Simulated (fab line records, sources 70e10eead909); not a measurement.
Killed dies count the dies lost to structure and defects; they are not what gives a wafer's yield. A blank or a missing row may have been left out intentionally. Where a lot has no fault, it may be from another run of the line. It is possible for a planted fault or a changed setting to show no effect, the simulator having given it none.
Struck lot and sound lot, side by side -- flow nandHarc -- 15 out of 1302 route steps
Sound: the wafers L832.2, L832.3, L832.5. The struck wafers were L823.2, L823.3, L823.5. The cause is given at the end.
Per side, at each step with rows, come the tool, then ch with its chambers, and then its first start. Under that, the readings that differ: sound wafers -- struck wafers -- difference of the means -- sigmas: that difference in standard deviations of wafers without a fault.
alike: readings with means less than 2 such deviations apart, plus words and numbers identical on both sides. not compared: withheld readings, readings lacking a value on some wafer, bounds such as >300 that could conceal the same value, and numbers that have no deviation in the record and whose values overlap.
Wherever a step has rows on one side only, a row that says differs or no value, or a row with sigmas, the two part there. When numbers do not overlap yet have no deviation, they are printed without sigmas and do not part them. Lack of a reading on every wafer of one side parts them only where that side has two or more wafers.

first, 7 steps without rows for these wafers: NHARC_A_BLC_COAT_03 (time 65 s); NHARC_A_BLC_COAT_04 (resist thk 90 nm); NHARC_A_BLC_SOFTBAKE_05 (time 55 s); NHARC_A_BLC_EBR_06; NHARC_A_BLC_EXPOSE_07 (exposes mask A BLC, target cd 100 nm); NHARC_A_BLC_PEB_08 (peb time 65 s); NHARC_A_BLC_DEVELOP_09 (develop time 35 s).
NHARC_A_BLC_CD_MEAS_10: the cd target is 100 nm.
  sound on cdSem-02 ch 0, day 28 22:50; struck on cdSem-03 ch 0, day 25 02:20
  alike: cdNm
NHARC_A_BLC_OVL_MEAS_11:
  struck on overlay-02, day 25 02:25; sound on overlay-01, day 28 22:55
reading,sound,struck,difference,sigmas
overlayXNm (nm),1.0 1.2 0.8,-1.6 -1.3 -1.3,-2.4,-3
  alike: overlayYNm
NHARC_A_BLC_INSPECT_12:
  struck on defectInspect-02, day 25 02:27; sound on defectInspect-01, day 28 22:58
  alike: rawDefectCount
NHARC_A_BLC_DESCUM_15: chemistry O2, time 3 s.
  sound on rieDiel-02 ch 0,2,3, day 28 23:01; struck on rieDiel-11 ch 0,3, day 25 02:31
reading,sound,struck,difference,sigmas
drypumpMotorCurrentA (A),5.9 5.6 5.3,5.8 6.5 6.5,+0.7,+2
  alike: mfcArSccm, oesProductAu, rfVppV, showerheadPlenumPTorr, throttleValvePct
  not compared: rfHoursCounterH
NHARC_A_BLC_ETCH_16: etches the open film in CF4, target depth 39 nm, time 65 s.
  sound on rieDiel-02 ch 0,1,2, day 28 23:07; struck on rieDiel-11 ch 0,1, day 25 02:36
reading,sound,struck,difference,sigmas
drypumpMotorCurrentA (A),5.6 5.3 5.9,6.2 6.5 6.2,+0.7,+2
  alike: mfcArSccm, oesProductAu, rfVppV, runLengthS, showerheadPlenumPTorr, throttleValvePct
  not compared: rfHoursCounterH
NHARC_A_BLC_ETCH_17: etches the open film in N2/H2, target depth 390 nm, time 609.38 s.
  sound on rieDiel-02 ch 0,1,3, day 28 23:12; struck on rieDiel-11 ch 1,3, day 25 02:41
reading,sound,struck,difference,sigmas
drypumpMotorCurrentA (A),5.3 5.6 5.3,6.2 5.9 6.2,+0.7,+2
runLengthS (s),630.9 631.6 630.4,613.8 615.0 614.6,-16.5,-31
  alike: mfcArSccm, oesProductAu, rfVppV, showerheadPlenumPTorr, throttleValvePct
  not compared: rfHoursCounterH
NHARC_A_BLC_ETCH_18: etches the open film in C4F8/O2/Ar, target depth 910 nm.
  sound: rieDiel-02 ch 1,2,3; struck: rieDiel-11 ch 1,3
  alike: oesProductAu, rfVppV
  not compared: rfHoursCounterH
NHARC_END_SORT_01:
  sound on prober-02 ch 0, day 30 19:25; struck on prober-01 ch 0, day 26 22:10
  alike: killedAtArray, killedAtOther, killedAtPeriphery, killedDies, killedOpen, killedShort

== WHERE THEY PART ==
First at NHARC_A_BLC_OVL_MEAS_11; last, within this record, at NHARC_A_BLC_ETCH_17. Later steps at which nothing parts them and some readings are alike: NHARC_A_BLC_ETCH_18, NHARC_END_SORT_01.

WHY: the cause the simulator had injected
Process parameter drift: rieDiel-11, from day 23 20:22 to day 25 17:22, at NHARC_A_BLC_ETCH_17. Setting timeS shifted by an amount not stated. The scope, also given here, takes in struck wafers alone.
